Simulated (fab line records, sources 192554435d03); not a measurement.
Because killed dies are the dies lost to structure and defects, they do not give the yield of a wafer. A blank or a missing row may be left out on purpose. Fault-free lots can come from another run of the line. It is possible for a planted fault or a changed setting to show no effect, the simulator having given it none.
Lot-split experiment :: flow n5 finfet :: 39 wafers read from 7 lots, route of 1938 steps

## ON THE SPLIT
At N5_FIN_SAQP_HM_DEP_03 (deposits SiNx from SiH4/NH3/N2, target thk 38 nm, time 33.6 s), the setting target thk a was moved away from the recipe's 380 angstrom on 15 of the 39 wafers read, by -6.8% to +13.8%. The other wafers ran this setting at the recipe's value.

The reading comes from the split's own step.

## THE READING
SiNx_of_FIN_SAQP_HM_DEP_03.thk nm (the simulator's own value, which no gauge read), in nm, at N5_FIN_SAQP_HM_DEP_03 (deposits SiNx from SiH4/NH3/N2, target thk 38 nm, time 33.6 s). No usual value for it is given in the file. Across the 24 wafers here that went through the recipe, the average is 38.15 nm and the standard deviation 0.41 nm.

wafer: L074.1
tool, chamber at the split: pecvd-01, 0
target thk a as run, angstrom: 380
against the recipe: recipe
SiNx_of_FIN_SAQP_HM_DEP_03.thk nm, nm: 37.95
against lot-mates on the recipe: -

wafer: L074.2
tool, chamber at the split: pecvd-01, 2
target thk a as run, angstrom: 380
against the recipe: recipe
SiNx_of_FIN_SAQP_HM_DEP_03.thk nm, nm: 38.2
against lot-mates on the recipe: -

wafer: L074.3
tool, chamber at the split: pecvd-01, 1
target thk a as run, angstrom: 380
against the recipe: recipe
SiNx_of_FIN_SAQP_HM_DEP_03.thk nm, nm: 37.84
against lot-mates on the recipe: -

wafer: L074.4
tool, chamber at the split: pecvd-01, 1
target thk a as run, angstrom: 380
against the recipe: recipe
SiNx_of_FIN_SAQP_HM_DEP_03.thk nm, nm: 38.34
against lot-mates on the recipe: -

wafer: L074.5
tool, chamber at the split: pecvd-01, 0
target thk a as run, angstrom: 380
against the recipe: recipe
SiNx_of_FIN_SAQP_HM_DEP_03.thk nm, nm: 38.37
against lot-mates on the recipe: -

wafer: L074.6
tool, chamber at the split: pecvd-01, 2
target thk a as run, angstrom: 380
against the recipe: recipe
SiNx_of_FIN_SAQP_HM_DEP_03.thk nm, nm: 38.49
against lot-mates on the recipe: -

wafer: L077.1
tool, chamber at the split: pecvd-04, 2
target thk a as run, angstrom: 380
against the recipe: recipe
SiNx_of_FIN_SAQP_HM_DEP_03.thk nm, nm: 38.42
against lot-mates on the recipe: -

wafer: L077.2
tool, chamber at the split: pecvd-04, 0
target thk a as run, angstrom: 432.4
against the recipe: +13.8%
SiNx_of_FIN_SAQP_HM_DEP_03.thk nm, nm: 43.99
against lot-mates on the recipe: +5.49

wafer: L077.3
tool, chamber at the split: pecvd-04, 1
target thk a as run, angstrom: 380
against the recipe: recipe
SiNx_of_FIN_SAQP_HM_DEP_03.thk nm, nm: 37.94
against lot-mates on the recipe: -

wafer: L077.4
tool, chamber at the split: pecvd-04, 0
target thk a as run, angstrom: 432.4
against the recipe: +13.8%
SiNx_of_FIN_SAQP_HM_DEP_03.thk nm, nm: 44.17
against lot-mates on the recipe: +5.67

wafer: L077.5
tool, chamber at the split: pecvd-04, 1
target thk a as run, angstrom: 432.4
against the recipe: +13.8%
SiNx_of_FIN_SAQP_HM_DEP_03.thk nm, nm: 44.33
against lot-mates on the recipe: +5.83

wafer: L077.6
tool, chamber at the split: pecvd-04, 2
target thk a as run, angstrom: 380
against the recipe: recipe
SiNx_of_FIN_SAQP_HM_DEP_03.thk nm, nm: 39.15
against lot-mates on the recipe: -

wafer: L086.1
tool, chamber at the split: pecvd-01, 2
target thk a as run, angstrom: 380
against the recipe: recipe
SiNx_of_FIN_SAQP_HM_DEP_03.thk nm, nm: 38.04
against lot-mates on the recipe: -

wafer: L086.2
tool, chamber at the split: pecvd-01, 0
target thk a as run, angstrom: 403.7
against the recipe: +6.2%
SiNx_of_FIN_SAQP_HM_DEP_03.thk nm, nm: 40.13
against lot-mates on the recipe: +1.55

wafer: L086.3
tool, chamber at the split: pecvd-01, 1
target thk a as run, angstrom: 403.7
against the recipe: +6.2%
SiNx_of_FIN_SAQP_HM_DEP_03.thk nm, nm: 40.44
against lot-mates on the recipe: +1.86

wafer: L086.4
tool, chamber at the split: pecvd-01, 0
target thk a as run, angstrom: 380
against the recipe: recipe
SiNx_of_FIN_SAQP_HM_DEP_03.thk nm, nm: 38.62
against lot-mates on the recipe: -

wafer: L086.5
tool, chamber at the split: pecvd-01, 2
target thk a as run, angstrom: 380
against the recipe: recipe
SiNx_of_FIN_SAQP_HM_DEP_03.thk nm, nm: 39.09
against lot-mates on the recipe: -

wafer: L086.6
tool, chamber at the split: pecvd-01, 1
target thk a as run, angstrom: 403.7
against the recipe: +6.2%
SiNx_of_FIN_SAQP_HM_DEP_03.thk nm, nm: 41.55
against lot-mates on the recipe: +2.97

wafer: L089.1
tool, chamber at the split: pecvd-03, 2
target thk a as run, angstrom: 380
against the recipe: recipe
SiNx_of_FIN_SAQP_HM_DEP_03.thk nm, nm: 37.56
against lot-mates on the recipe: -

wafer: L089.4
tool, chamber at the split: pecvd-03, 1
target thk a as run, angstrom: 380
against the recipe: recipe
SiNx_of_FIN_SAQP_HM_DEP_03.thk nm, nm: 37.94
against lot-mates on the recipe: -

wafer: L089.5
tool, chamber at the split: pecvd-03, 0
target thk a as run, angstrom: 380
against the recipe: recipe
SiNx_of_FIN_SAQP_HM_DEP_03.thk nm, nm: 38.04
against lot-mates on the recipe: -

wafer: L090.1
tool, chamber at the split: pecvd-03, 0
target thk a as run, angstrom: 354.1
against the recipe: -6.8%
SiNx_of_FIN_SAQP_HM_DEP_03.thk nm, nm: 34.93
against lot-mates on the recipe: -3.28

wafer: L090.2
tool, chamber at the split: pecvd-03, 1,2
target thk a as run, angstrom: 380
against the recipe: recipe
SiNx_of_FIN_SAQP_HM_DEP_03.thk nm, nm: 38.1
against lot-mates on the recipe: -

wafer: L090.3
tool, chamber at the split: pecvd-03, 1,2
target thk a as run, angstrom: 380
against the recipe: recipe
SiNx_of_FIN_SAQP_HM_DEP_03.thk nm, nm: 38.1
against lot-mates on the recipe: -

wafer: L090.4
tool, chamber at the split: pecvd-03, 0
target thk a as run, angstrom: 354.1
against the recipe: -6.8%
SiNx_of_FIN_SAQP_HM_DEP_03.thk nm, nm: 35.94
against lot-mates on the recipe: -2.27

wafer: L090.5
tool, chamber at the split: pecvd-03, 2
target thk a as run, angstrom: 380
against the recipe: recipe
SiNx_of_FIN_SAQP_HM_DEP_03.thk nm, nm: 38.42
against lot-mates on the recipe: -

wafer: L090.6
tool, chamber at the split: pecvd-03, 1
target thk a as run, angstrom: 354.1
against the recipe: -6.8%
SiNx_of_FIN_SAQP_HM_DEP_03.thk nm, nm: 35.67
against lot-mates on the recipe: -2.54

wafer: L091.1
tool, chamber at the split: pecvd-03, 2
target thk a as run, angstrom: 428.1
against the recipe: +12.7%
SiNx_of_FIN_SAQP_HM_DEP_03.thk nm, nm: 42.62
against lot-mates on the recipe: +4.83

wafer: L091.2
tool, chamber at the split: pecvd-03, 1
target thk a as run, angstrom: 380
against the recipe: recipe
SiNx_of_FIN_SAQP_HM_DEP_03.thk nm, nm: 37.5
against lot-mates on the recipe: -

wafer: L091.3
tool, chamber at the split: pecvd-03, 0
target thk a as run, angstrom: 428.1
against the recipe: +12.7%
SiNx_of_FIN_SAQP_HM_DEP_03.thk nm, nm: 42.41
against lot-mates on the recipe: +4.62

wafer: L091.4
tool, chamber at the split: pecvd-03, 1
target thk a as run, angstrom: 380
against the recipe: recipe
SiNx_of_FIN_SAQP_HM_DEP_03.thk nm, nm: 38.02
against lot-mates on the recipe: -

wafer: L091.5
tool, chamber at the split: pecvd-03, 0
target thk a as run, angstrom: 380
against the recipe: recipe
SiNx_of_FIN_SAQP_HM_DEP_03.thk nm, nm: 37.84
against lot-mates on the recipe: -

wafer: L091.6
tool, chamber at the split: pecvd-03, 2
target thk a as run, angstrom: 428.1
against the recipe: +12.7%
SiNx_of_FIN_SAQP_HM_DEP_03.thk nm, nm: 43.14
against lot-mates on the recipe: +5.35

wafer: L093.1
tool, chamber at the split: pecvd-01, 0
target thk a as run, angstrom: 380
against the recipe: recipe
SiNx_of_FIN_SAQP_HM_DEP_03.thk nm, nm: 37.62
against lot-mates on the recipe: -

wafer: L093.2
tool, chamber at the split: pecvd-01, 1
target thk a as run, angstrom: 404.4
against the recipe: +6.4%
SiNx_of_FIN_SAQP_HM_DEP_03.thk nm, nm: 39.66
against lot-mates on the recipe: +1.82

wafer: L093.3
tool, chamber at the split: pecvd-01, 2
target thk a as run, angstrom: 404.4
against the recipe: +6.4%
SiNx_of_FIN_SAQP_HM_DEP_03.thk nm, nm: 40.32
against lot-mates on the recipe: +2.48

wafer: L093.4
tool, chamber at the split: pecvd-01, 0
target thk a as run, angstrom: 380
against the recipe: recipe
SiNx_of_FIN_SAQP_HM_DEP_03.thk nm, nm: 37.66
against lot-mates on the recipe: -

wafer: L093.5
tool, chamber at the split: pecvd-01, 1
target thk a as run, angstrom: 404.4
against the recipe: +6.4%
SiNx_of_FIN_SAQP_HM_DEP_03.thk nm, nm: 40.61
against lot-mates on the recipe: +2.77

wafer: L093.6
tool, chamber at the split: pecvd-01, 2
target thk a as run, angstrom: 380
against the recipe: recipe
SiNx_of_FIN_SAQP_HM_DEP_03.thk nm, nm: 38.24
against lot-mates on the recipe: -
Where a row lists several chambers, the file gives one row for several wafers and doesn't say which wafer went through which chamber.

FIT RESULTS
A straight line over all 39 wafers: SiNx_of_FIN_SAQP_HM_DEP_03.thk nm changes by +0.395 nm for each +1% of target thk a; r = +0.98; the points scatter about the line by 0.49 nm.
The same after taking each lot's own level away (the mean of its wafers on the recipe; 39 wafers): +0.394 nm for each +1%; r = +0.99; scatter 0.38 nm.
The reading moves by 5.4 nm for the largest change in target thk a, on that fit.
Measured against the standard deviation above, the lots' own levels, which go from 37.787 to 38.583 nm, span 1.9 times it.
Hence the lot-to-lot level has little effect on the slope; both slopes agree.
Check: +5.4 nm against its lot-mates is what the line predicts for one of the wafers moved furthest among these (+13.8%) when that wafer is left out of the fit. It came out at +5.49 nm against them.

## THE WHOLE CHAIN: every reading that the file lists as answering this split, in the file's order
step: N5_FIN_SAQP_HM_DEP_03
what it does: deposits SiNx from SiH4/NH3/N2, target thk 38 nm, time 33.6 s
reading: SiNx_of_FIN_SAQP_HM_DEP_03.thk nm (the simulator's own value, which no gauge read)
change (the file's fit): +0.393 nm for each +1% of the setting
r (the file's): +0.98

step: N5_FIN_SAQP_THK_MEAS_05
what it does: 
reading: thk nm
change (the file's fit): withheld for each +1% of the setting
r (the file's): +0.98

## FILE'S OWN FIT
SiNx_of_FIN_SAQP_HM_DEP_03.thk nm changes by +0.393 nm for each +1% of target thk a, r = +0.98.
